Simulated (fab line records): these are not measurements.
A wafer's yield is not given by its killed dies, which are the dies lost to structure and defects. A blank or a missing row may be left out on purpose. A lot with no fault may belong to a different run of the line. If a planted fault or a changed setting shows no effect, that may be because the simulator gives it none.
fab line records	flow n5Finfet
record lots=10	wafers=30	lastDay=19
route steps=1938 shown BEOL_M10@1527 BEOL_M11@1536 PASSIVATION@1936
lots untouched by any fault: they come from a run of this same line in which no faults occurred
startH: hours from the record's opening day to when the first of the lot's shown wafers began	waitH: hours from the lot's prior step to this one	" unchanged from the row above	L1.1+2: a single row standing in for several wafers	- no value, or no start was given	* or withheld: withheld	< > ~ a bound
route shown NAME@n: a module of which the file shows steps, and the number in the route of the first	usual: mean/standard deviation taken from wafers without a fault	same: alike in all rows	chamber/n: place in a boat	sites: each site's reading	_std_site: standard deviation of those values	_edge_site: the outer-site mean with the inner-site mean subtracted	radiusMm: for every site, how far away it sits from the centre of the wafer	mask NAME#n: copy n	behind: the last tool/chamber to shape the wafer	hold: reason for holding the lot/hours on hold/outcome of the hold	device: transistor that didn't switch, given as n, p or np	end of line: the tests these same wafers got at the end of their route	for a step that has no rows: nothing shown but its recipe	killed: at the first sort, the dies lost to defects and structure; wafer yield is something else	map: dies across one wafer; x = killed, . = not, _ = none there
set.NAME: the run value of the setting; set.NAME@STEP: its run value at that earlier step	model.NAME: the simulator's own value behind a step, which no gauge read
steps of the route over a sample of lots; a table a step, a row a wafer
services: when a tool's chamber went out of use (startH, in hours from the record's first day, below 0 if earlier), for how many hours, and the reason
## steps
# step N5_BEOL_M10_SPUTTER_48
# recipe material=Cu	targetThkA=120	tempC=-20	biasV=60	powerW=26000	chamberPressurePa=0.13	timeS=2
# usual throttleValvePct=30.2/0.74
lot.wafer	tool	chamber	startH	waitH	throttleValvePct
L222.1	pvdSputter-02	-	249.16	0.1	29.0
L222.4	"	-	"	"	30.3
L222.6	"	-	"	"	30.7
L225.4	pvdSputter-02	-	299.64	0.0	30.5
L225.5	"	-	"	"	29.3
L225.6	"	-	"	"	30.1
L228.2	pvdSputter-03	-	319.13	0.2	29.7
L228.4	"	-	"	"	31.2
L228.5	"	-	"	"	29.8
L230.1	pvdSputter-03	-	334.65	0.1	30.2
L230.3	"	-	"	"	29.9
L230.4	"	-	"	"	29.5
L239.2	pvdSputter-02	-	389.72	0.3	31.4
L239.5	"	-	"	"	29.2
L239.6	"	-	"	"	31.1
L236.2	pvdSputter-02	-	392.90	0.3	30.3
L236.3	"	-	"	"	31.1
L236.6	"	-	"	"	30.2
L240.1	pvdSputter-02	-	393.20	0.1	28.9
L240.2	"	-	"	"	30.4
L240.4	"	-	"	"	31.1
L243.2	pvdSputter-02	-	401.38	0.1	29.1
L243.5	"	-	"	"	30.5
L243.6	"	-	"	"	31.2
L244.2	pvdSputter-03	-	405.23	0.1	30.2
L244.5	"	-	"	"	29.5
L244.6	"	-	"	"	31.1
L245.1	pvdSputter-01	-	408.44	0.1	29.1
L245.5	"	-	"	"	29.6
L245.6	"	-	"	"	29.0
# step N5_BEOL_M11_ILD_DEP_00
# recipe material=SiCOH_lowk	targetThkA=3085.1	tempC=300	precursor=DEMS/porogen	pressureTorr=5	rfW=500	timeS=58
# usual heaterPowerW=337/46	showerheadPlenumPTorr=5.740/0.02	throttleValvePct=13.9/0.88
lot.wafer	tool	chamber	startH	waitH	heaterPowerW	showerheadPlenumPTorr	throttleValvePct
L222.1	pecvd-01	1	250.18	0.0	330	5.724	12.3
L222.4	"	2	"	"	274	5.737	13.5
L222.6	"	0	"	"	314	5.719	13.8
L225.4	pecvd-04	2	300.71	0.1	255	5.760	14.0
L225.5	"	1	"	"	361	5.742	15.5
L225.6	"	0	"	"	376	5.718	13.7
L228.2	pecvd-02	0	320.14	0.0	294	5.706	14.1
L228.4	"	2	"	"	279	5.748	13.7
L228.5	"	0	"	"	307	5.701	13.7
L230.1	pecvd-04	1	336.29	0.0	396	5.763	15.4
L230.3	"	0	"	"	409	5.725	14.0
L230.4	"	1	"	"	411	5.754	15.9
L239.2	pecvd-04	1	391.36	0.0	444	5.757	15.5
L239.5	"	0	"	"	357	5.728	13.9
L239.6	"	1	"	"	447	5.763	15.5
L236.2	pecvd-01	0	394.14	0.0	318	5.729	14.0
L236.3	"	2	"	"	276	5.731	13.2
L236.6	"	1	"	"	359	5.733	12.4
L240.1	pecvd-02	0	394.25	0.0	319	5.710	13.9
L240.2	"	2	"	"	308	5.762	13.7
L240.4	"	2	"	"	322	5.748	13.9
L243.2	pecvd-01	0	402.50	0.0	315	5.731	13.8
L243.5	"	0	"	"	331	5.737	13.7
L243.6	"	1	"	"	304	5.738	12.6
L244.2	pecvd-04	1	406.29	0.0	442	5.765	15.4
L244.5	"	0	"	"	418	5.720	13.8
L244.6	"	2	"	"	323	5.769	13.6
L245.1	pecvd-04	1	409.85	0.0	409	5.747	15.6
L245.5	"	1	"	"	415	5.761	15.8
L245.6	"	2	"	"	300	5.758	14.0
# step N5_BEOL_M11_COAT_60
# recipe resist=SiARC	tempC=220	timeS=60	spinRpm=1500	resistThkNm=30
# usual resistLineTempC=22.98/0.11	spinSpeedRpm=1500.1/0.81
lot.wafer	tool	chamber	startH	waitH	resistLineTempC	spinSpeedRpm
L222.1	lithoTrack-04	0	251.28	-	22.95	1500.6
L222.4	"	0	"	"	22.88	1499.7
L222.6	"	0	"	"	22.87	1500.5
L225.4	lithoTrack-05	0	302.71	-	23.02	1501.1
L225.5	"	0	"	"	23.05	1501.0
L225.6	"	0	"	"	22.96	1500.1
L228.2	lithoTrack-05	0	321.25	-	23.12	1499.4
L228.4	"	0	"	"	22.95	1500.5
L228.5	"	0	"	"	22.96	1500.9
L230.1	lithoTrack-03	0	338.60	-	22.91	1500.3
L230.3	"	0	"	"	22.94	1498.3
L230.4	"	0	"	"	22.93	1499.4
L239.2	lithoTrack-05	0	393.85	-	23.01	1557.6
L239.5	"	0	"	"	23.32	1557.7
L239.6	"	0	"	"	22.96	1555.5
L236.2	lithoTrack-05	0	399.68	-	22.81	1555.7
L236.3	"	0	"	"	22.81	1556.2
L236.6	"	0	"	"	22.88	1555.6
L240.1	lithoTrack-04	0	399.91	-	22.89	1500.2
L240.2	"	0	"	"	22.82	1500.2
L240.4	"	0	"	"	22.88	1500.6
L243.2	lithoTrack-04	0	404.34	-	23.05	1499.5
L243.5	"	0	"	"	23.02	1500.0
L243.6	"	0	"	"	23.03	1500.0
L244.2	lithoTrack-03	0	407.75	-	22.90	1498.3
L244.5	"	0	"	"	22.97	1500.3
L244.6	"	0	"	"	22.97	1499.8
L245.1	lithoTrack-03	0	411.57	-	23.02	1499.9
L245.5	"	0	"	"	22.86	1500.4
L245.6	"	0	"	"	22.86	1500.5
# step N5_BEOL_M11_ETCH_61
# recipe chemistry=CF4	target=SiARC	targetDepthA=390	maskMaterial=CAR-ArF	timeS=65	ionEnergyEv=80	pressureMtorr=40	sourceW=545	biasW=36	Ar_flow_sccm=100	cf4FlowSccm=100	ends=cleared
# usual biasW=36.01/0.11	cf4FlowSccm=100.0/0.3	chamberPressureMTorr=40.00/0.034	drypumpMotorCurrentA=5.5/0.37	etchRfOnTimeS=64.7/2.3	oesProductAu=0.70/0.095	rfVppV=183.9/1.3	showerheadPlenumPTorr=2.12/0.084	throttleValvePct=15.52/0.27
lot.wafer	tool	chamber	startH	waitH	biasW	cf4FlowSccm	chamberPressureMTorr	drypumpMotorCurrentA	etchRfOnTimeS	oesProductAu	rfHoursCounterH	rfVppV	showerheadPlenumPTorr	throttleValvePct
L222.1	rieDiel-02	3	251.65	0.0	36.14	99.6	40.00	5.7	65.5	0.60	242	184.2	2.10	15.91
L222.4	"	0	"	"	35.80	100.5	39.95	5.4	64.8	0.78	-	185.9	2.18	15.41
L222.6	"	3	"	"	36.06	100.1	40.01	5.7	65.1	0.60	-	184.7	2.10	15.92
L225.4	rieDiel-06	2	303.37	0.0	35.92	100.0	40.00	5.2	65.1	0.59	242	184.6	2.20	15.74
L225.5	"	3	"	"	36.11	100.0	39.94	5.3	64.7	0.61	-	181.7	2.04	15.98
L225.6	"	0	"	"	36.00	100.1	39.95	4.9	68.6	0.69	-	182.4	2.08	15.33
L228.2	rieDiel-04	1	322.43	0.0	36.11	100.3	39.96	6.3	62.9	0.81	14	184.8	2.28	15.36
L228.4	"	0	"	"	35.97	100.6	40.01	5.8	64.6	0.74	-	184.7	2.09	15.33
L228.5	"	1	"	"	36.09	99.9	39.98	6.2	63.0	0.81	-	185.2	2.28	15.36
L230.1	rieDiel-06	3	340.36	0.0	36.04	100.3	39.96	5.4	65.8	0.60	220	182.7	2.03	16.02
L230.3	"	1	"	"	35.91	99.7	39.96	5.7	62.9	0.61	247	183.0	2.04	15.70
L230.4	"	0	"	"	36.00	100.1	39.98	4.9	67.7	0.68	-	181.4	2.07	15.35
L239.2	rieDiel-06	3	394.21	0.0	35.87	100.1	40.01	5.3	63.1	0.59	238	181.9	2.03	16.04
L239.5	"	3	"	"	36.01	100.2	39.99	5.4	64.2	0.59	-	183.2	2.03	16.06
L239.6	"	0	"	"	36.04	99.6	39.97	4.9	65.2	0.67	-	182.7	2.07	15.38
L236.2	rieDiel-06	2	400.62	0.0	36.11	99.8	39.96	5.3	60.5	0.81	16	183.5	2.19	15.31
L236.3	"	0	"	"	35.79	100.6	39.95	4.9	66.3	0.66	92	183.1	2.07	15.39
L236.6	"	1	"	"	36.03	99.8	40.03	5.7	58.7	0.83	-	184.0	2.29	15.23
L240.1	rieDiel-04	1	400.63	0.0	35.90	100.3	39.99	6.2	63.9	0.75	41	185.9	2.27	15.42
L240.2	"	2	"	"	35.97	99.9	40.00	5.2	69.5	0.57	234	184.5	2.20	15.81
L240.4	"	3	"	"	36.00	99.9	40.00	5.6	63.2	0.78	25	183.0	2.08	15.34
L243.2	rieDiel-06	0	404.82	0.0	35.99	100.2	39.93	4.9	68.0	0.66	93	184.1	2.07	15.36
L243.5	"	3	"	"	36.00	99.8	39.97	5.4	65.1	0.58	-	182.0	2.03	16.06
L243.6	"	2	"	"	35.82	99.2	39.97	5.2	62.0	0.81	-	185.5	2.19	15.33
L244.2	rieDiel-06	0	408.86	0.0	36.02	100.3	39.96	5.0	67.7	0.66	94	182.6	2.07	15.40
L244.5	"	0	"	"	35.88	99.8	40.02	4.9	68.7	0.65	-	183.5	2.07	15.39
L244.6	"	1	"	"	36.05	100.1	40.04	5.7	60.4	0.82	-	186.4	2.29	15.22
L245.1	rieDiel-02	3	412.45	0.0	35.94	100.3	40.06	5.7	63.2	0.83	10	182.9	2.09	15.44
L245.5	"	3	"	"	36.05	99.9	40.04	5.7	63.1	0.84	-	184.4	2.09	15.45
L245.6	"	0	"	"	36.27	99.7	39.98	5.4	64.6	0.73	-	185.1	2.17	15.47
# step N5_PASSIVATION_PROBE_49
# usual defectLimitedYield=90.9/1.4	killed_at_M0_to_M3=38/11	killed_at_M4_up=13/5.9	killedAtContacts=14/6.4	killedAtFrontEnd=38/11	killedAtOther=3.3/2.5	killedDies=107/16	killedOpen=70/12	killedShort=35/7.7	sort_bin_5_function=5.3/0.94	sort_bin_6_memory=3.5/0.7	sort_bin_8_speed=0.00/0.007	sortNPass=1073/16	sortYieldPct=90.9/1.4
# same grossDies=1180	killedAtBackSide=0	sort_bin_4_leakage[%]=0
lot.wafer	tool	chamber	startH	waitH	defectLimitedYield[%]	killed_at_M0_to_M3	killed_at_M4_up	killedAtContacts	killedAtFrontEnd	killedAtOther	killedDies	killedOpen	killedShort	sort_bin_5_function[%]	sort_bin_6_memory[%]	sort_bin_8_speed[%]	sortNPass	sortYieldPct[%]
L236.2	prober-02	-	449.86	0.1	91.0	54	12	12	26	2	106	74	31	4.5	4.2	0	1074	91.0
L236.3	prober-02	-	449.91	0.1	89.9	58	8	13	39	1	119	87	32	6.0	3.8	0	1061	89.9
L236.6	prober-02	-	450.06	0.3	90.0	42	10	23	42	1	118	68	50	6.2	3.4	0	1062	90.0
# killed by level:class
L236.2 BEOL_M2:geometricParticle:open=15 MOL_CONTACT_COAG:geometricParticle:open=9 BEOL_M0_SAQP:geometricParticle:open=8 BEOL_M0_SAQP:geometricParticle:short=7 BEOL_M2:geometricParticle:short=6 BEOL_M3:geometricParticle:open=6 STI_FIN_REVEAL:geometricParticle:open=5 BEOL_M1:geometricParticle:open=5
L236.3 BEOL_M2:geometricParticle:open=25 MOL_CONTACT_COAG:geometricParticle:open=11 BEOL_M0_SAQP:geometricParticle:open=9 BEOL_M2:geometricParticle:short=8 BEOL_M3:geometricParticle:open=7 FIN_SAQP:geometricParticle:open=6 DUMMY_GATE:geometricParticle:open=6 DUMMY_GATE:geometricParticle:short=5
L236.6 MOL_CONTACT_COAG:geometricParticle:open=14 FIN_SAQP:geometricParticle:short=12 BEOL_M0_SAQP:geometricParticle:short=12 MOL_CONTACT_COAG:geometricParticle:short=9 BEOL_M2:geometricParticle:open=8 FIN_SAQP:geometricParticle:open=6 BEOL_M3:geometricParticle:open=6 STI_FIN_REVEAL:geometricParticle:open=5
## services
tool	chamber	startH	hours	kind
rieDiel-06	2	226.76	7.4	repair
rieDiel-04	3	236.60	5.9	repair
pvdSputter-01	-	237.91	1.1	repair
rieDiel-02	-	257.06	72.1	repair
pecvd-01	1	274.17	12.3	repair
pecvd-01	-	275.27	0.9	repair
pecvd-04	2	287.69	4.1	repair
pecvd-04	-	289.55	6.0	pm
rieDiel-04	3	294.15	6.5	repair
pecvd-02	-	298.59	3.4	repair
rieDiel-06	2	324.33	-	clean
rieDiel-06	2	324.33	-	consumableReplace:focusRing
rieDiel-06	2	324.33	21.0	scheduledDown
rieDiel-06	2	324.33	21.0	ventCycle
pecvd-02	-	326.95	0.6	repair
rieDiel-02	-	329.20	14.6	pm
pecvd-04	2	331.11	30.4	repair
rieDiel-06	3	331.95	2.6	repair
pecvd-02	-	335.57	2.8	pm
rieDiel-04	-	336.59	4.8	repair
rieDiel-06	-	338.02	0.6	repair
rieDiel-06	1	345.30	-	clean
rieDiel-06	0	347.58	3.7	repair
rieDiel-06	-	354.64	4.3	pm
## key
firstSign step=N5_BEOL_M11_COAT_60	reading=spinSpeedRpm	direction=up	sigmas=69	usual=*	struck=*
effect none on later readings
metAt N5_BEOL_M11_COAT_60
struckLots L236,L239
notActingAt N5_BEOL_M10_SPUTTER_48,N5_BEOL_M11_ILD_DEP_00,N5_BEOL_M11_ETCH_61
onsetBetween 321.25 393.85
fault kind=processParameterDrift	tool=lithoTrack-05	chamber=-	onsetH=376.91	steps=N5_BEOL_M11_COAT_60	channel=spinRpm	offset=*	shape=step	endH=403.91	actsIn=*	stated=*
